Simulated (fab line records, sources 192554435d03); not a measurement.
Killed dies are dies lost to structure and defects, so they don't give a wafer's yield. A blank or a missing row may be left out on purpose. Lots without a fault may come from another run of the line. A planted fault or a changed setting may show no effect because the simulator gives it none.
Split-lot experiment | flow n5_finfet | 7 lots, 39 wafers read, on a route of 1938 steps

THE SPLIT
At N5_SD_EPI_P_EPI_21 (deposits SiGe:B, time 355 s), the setting temp_c was moved away from the recipe's 550 C on 15 of the 39 wafers read, by -0.6% to +0.5%. The other wafers ran this setting at the recipe's value.

FROM THE SPLIT TO THE READING: what the file shows between them, 5 steps
- N5_SD_EPI_P_HM_STRIP_48: strips SiNx in H3PO4, material SiNx, target depth 3 nm
- N5_SD_EPI_P_SRD_49: time 30 s
- N5_SD_EPI_P_PRECLEAN_24: cleans in O3/DIW, time 45 s
- N5_SD_ACTIVATION_RTA_00: time 0 s
- N5_SD_ACTIVATION_LSA_01: time 0.0008 s

THE READING
RS_SD_P, in ohm/sq, at N5_SD_ACTIVATION_RS_MEAS_03 (measures by four-point-probe). Fault-free wafers of this fab line usually give 55.9 ohm/sq, standard deviation 0.95 ohm/sq.

wafer  | tool, chamber at the split | temp_c as run, C | against the recipe | RS_SD_P, ohm/sq | against lot-mates on the recipe
L077.1 | epi_rpcvd-03, 0            | 550              | recipe             | 54.7            | -
L077.2 | epi_rpcvd-03, 0            | 550              | recipe             | 54.9            | -
L077.3 | epi_rpcvd-03, 0            | 548              | -0.4%              | 58.3            | +3.4
L077.4 | epi_rpcvd-03, 0            | 550              | recipe             | 55.2            | -
L077.5 | epi_rpcvd-03, 0            | 548              | -0.4%              | 58.0            | +3.1
L077.6 | epi_rpcvd-03, 0            | 548              | -0.4%              | 58.4            | +3.5
L080.1 | epi_rpcvd-02, 0            | 550              | recipe             | 56.6            | -
L080.2 | epi_rpcvd-02, 0            | 550              | recipe             | 56.6            | -
L080.3 | epi_rpcvd-02, 0            | 550              | recipe             | 56.3            | -
L085.1 | epi_rpcvd-03, 0            | 551.3            | +0.2%              | 51.7            | -3.5
L085.2 | epi_rpcvd-03, 0            | 551.3            | +0.2%              | 52.9            | -2.3
L085.3 | epi_rpcvd-03, 0            | 551.3            | +0.2%              | 53.8            | -1.4
L085.4 | epi_rpcvd-03, 0            | 550              | recipe             | 54.8            | -
L085.5 | epi_rpcvd-03, 0            | 550              | recipe             | 55.0            | -
L085.6 | epi_rpcvd-03, 0            | 550              | recipe             | 55.8            | -
L086.1 | epi_rpcvd-02, 0            | 550              | recipe             | 55.8            | -
L086.2 | epi_rpcvd-02, 0            | 550              | recipe             | 55.6            | -
L086.3 | epi_rpcvd-02, 0            | 546.7            | -0.6%              | 59.9            | +4.3
L086.4 | epi_rpcvd-02, 0            | 546.7            | -0.6%              | 60.3            | +4.7
L086.5 | epi_rpcvd-02, 0            | 546.7            | -0.6%              | 60.0            | +4.4
L086.6 | epi_rpcvd-02, 0            | 550              | recipe             | 55.5            | -
L087.1 | epi_rpcvd-02, 0            | 550              | recipe             | 56.3            | -
L087.2 | epi_rpcvd-02, 0            | 550              | recipe             | 55.5            | -
L087.3 | epi_rpcvd-02, 0            | 550              | recipe             | 56.5            | -
L087.4 | epi_rpcvd-02, 0            | 552.7            | +0.5%              | 52.4            | -3.7
L087.5 | epi_rpcvd-02, 0            | 552.7            | +0.5%              | 52.6            | -3.5
L087.6 | epi_rpcvd-02, 0            | 552.7            | +0.5%              | 52.5            | -3.6
L090.1 | epi_rpcvd-02, 0            | 550              | recipe             | 56.8            | -
L090.2 | epi_rpcvd-02, 0            | 550              | recipe             | 57.4            | -
L090.3 | epi_rpcvd-02, 0            | 550              | recipe             | 57.2            | -
L090.4 | epi_rpcvd-02, 0            | 550              | recipe             | 55.6            | -
L090.5 | epi_rpcvd-02, 0            | 550              | recipe             | 56.8            | -
L090.6 | epi_rpcvd-02, 0            | 550              | recipe             | 57.5            | -
L092.1 | epi_rpcvd-03, 0            | 553              | +0.5%              | 52.8            | -4.3
L092.2 | epi_rpcvd-03, 0            | 553              | +0.5%              | 53.1            | -4.0
L092.3 | epi_rpcvd-03, 0            | 550              | recipe             | 56.4            | -
L092.4 | epi_rpcvd-03, 0            | 550              | recipe             | 57.2            | -
L092.5 | epi_rpcvd-03, 0            | 550              | recipe             | 57.6            | -
L092.6 | epi_rpcvd-03, 0            | 553              | +0.5%              | 53.8            | -3.3

THE FIT
A straight line over all 39 wafers: RS_SD_P changes by -6.66 ohm/sq for each +1% of temp_c; r = -0.90; the points scatter about the line by 0.94 ohm/sq.
The same after taking each lot's own level away (the mean of its wafers on the recipe; 39 wafers): -7.63 ohm/sq for each +1%; r = -0.98; scatter 0.51 ohm/sq.
On that fit, the largest move of temp_c shifts the reading by 4.6 ohm/sq.
The lots' own levels span 54.93 to 57.07 ohm/sq, that is 2.2 times the standard deviation above.
So the lot-to-lot level changes the slope: the two fits differ.
Check: with one of the wafers moved furthest among these (-0.6%) left out of the fit, the line predicts +4.65 ohm/sq for it against its lot-mates. It came out at +4.27 ohm/sq against them.

OTHER SPLITS ON THESE WAFERS
These wafers also went through other splits before the reading. Each is held against what the fit with the lots' levels taken away leaves over:
other split on the same wafers     | wafers away from the commonest value | r with RS_SD_P (lot level and that fit taken away)
N5_FIN_SAQP_HM_DEP_03 target_thk_a | 18                                   | -0.22

THE WHOLE CHAIN: every reading that the file lists as answering this split, in the file's order
step                        | what it does                                           | reading                                                                           | change (the file's fit)              | r (the file's)
N5_SD_EPI_P_EPI_21          | deposits SiGe:B, time 355 s                            | SiGe-B_of_SD_EPI_P_EPI_21.thk_nm (the simulator's own value, which no gauge read) | +7.72 nm for each +1% of the setting | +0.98
N5_SD_EPI_P_HM_STRIP_48     | strips SiNx in H3PO4, material SiNx, target depth 3 nm | SiGe-B_of_SD_EPI_P_EPI_21.thk_nm (the simulator's own value, which no gauge read) | +7.83 nm for each +1% of the setting | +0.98
N5_SD_ACTIVATION_RS_MEAS_03 | measures by four-point-probe                           | RS_SD_P                                                                           | -7.59 for each +1% of the setting    | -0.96

THE FILE'S OWN FIT
RS_SD_P changes by -7.59 ohm/sq for each +1% of temp_c, r = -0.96.
